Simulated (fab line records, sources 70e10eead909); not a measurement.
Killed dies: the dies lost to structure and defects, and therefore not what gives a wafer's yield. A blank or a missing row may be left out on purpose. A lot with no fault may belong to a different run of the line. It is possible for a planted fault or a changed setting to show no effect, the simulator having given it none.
Matching of chambers ; flow nand_harc ; NHARC_A_SLIT_DESCUM_14 on rie_diel-10: 4 sister chambers
The step chemistry O2, time 3 s. 18 wafers are shown with their chamber, then 9 later ones without.

## WAFERS, EACH WITH ITS CHAMBER
wafer;chamber;drypump_motor_current_A (A);oes_product_au (a.u.);throttle_valve_pct (%)
L076.3;2;4.8;1.002;11.307
L076.4;3;5.8;1.018;11.309
L076.5;0;5.6;1.000;11.323
L078.2;1;5.7;0.994;11.313
L078.5;3;5.7;1.020;11.319
L078.6;0;5.6;0.999;11.315
L080.2;2;4.8;1.008;11.310
L080.4;1;5.7;1.007;11.319
L080.6;0;5.6;1.004;11.320
L082.1;0;5.6;0.994;11.321
L082.4;1;5.7;0.999;11.312
L082.5;1;5.7;1.005;11.334
L085.2;1;5.7;0.999;11.306
L085.3;3;5.8;1.017;11.307
L085.5;2;4.9;0.994;11.299
L087.1;1;5.7;1.004;11.328
L087.2;0;5.6;0.989;11.310
L087.5;1;5.7;1.017;11.319

SIGNATURES (averages over the wafers above)
reading;chamber 0;chamber 1;chamber 2;chamber 3;scatter within a chamber
drypump_motor_current_A;5.600;5.700;4.833;5.767;0.0309
oes_product_au;0.99720;1.00357;1.00133;1.01833;0.00636
throttle_valve_pct;11.31780;11.31871;11.30533;11.31167;0.00764
Rule: a wafer's distance from a chamber is the root of the sum, over the readings, of the square of ((its reading less the chamber's mean) divided by the reading's scatter). The wafer belongs to the nearest chamber; if the next one is less than 2 further off, it can't be placed. The scatter is the square root of a quotient: the sum, over the shown wafers, of each reading's squared deviation from its chamber's mean, divided by wafers minus chambers.

## WAFERS WITHOUT THEIR CHAMBER
wafer;drypump_motor_current_A (A);oes_product_au (a.u.);throttle_valve_pct (%)
L090.1;5.6;0.984;11.300
L090.3;5.7;1.008;11.313
L090.5;5.7;1.010;11.295
L093.2;5.6;0.991;11.299
L093.5;4.8;1.006;11.297
L093.6;5.8;1.002;11.325
L097.2;5.8;1.003;11.318
L097.3;5.7;1.014;11.301
L097.4;4.8;0.984;11.309

## THE CHAMBER EACH PASSED THROUGH
wafer;from the rows above;in truth
L090.1;can't be placed: 0 or 1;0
L090.3;can't be placed: 1 or 3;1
L090.5;can't be placed: 1 or 3 or 0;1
L093.2;can't be placed: 0 or 1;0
L093.5;2;2
L093.6;can't be placed: 3 or 1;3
L097.2;can't be placed: 3 or 1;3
L097.3;can't be placed: 3 or 1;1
L097.4;2;2
Correctly placed: 2 of 9. Not placeable from these rows: 7 (in 7, the candidates include the true chamber). Number placed wrongly: 0.
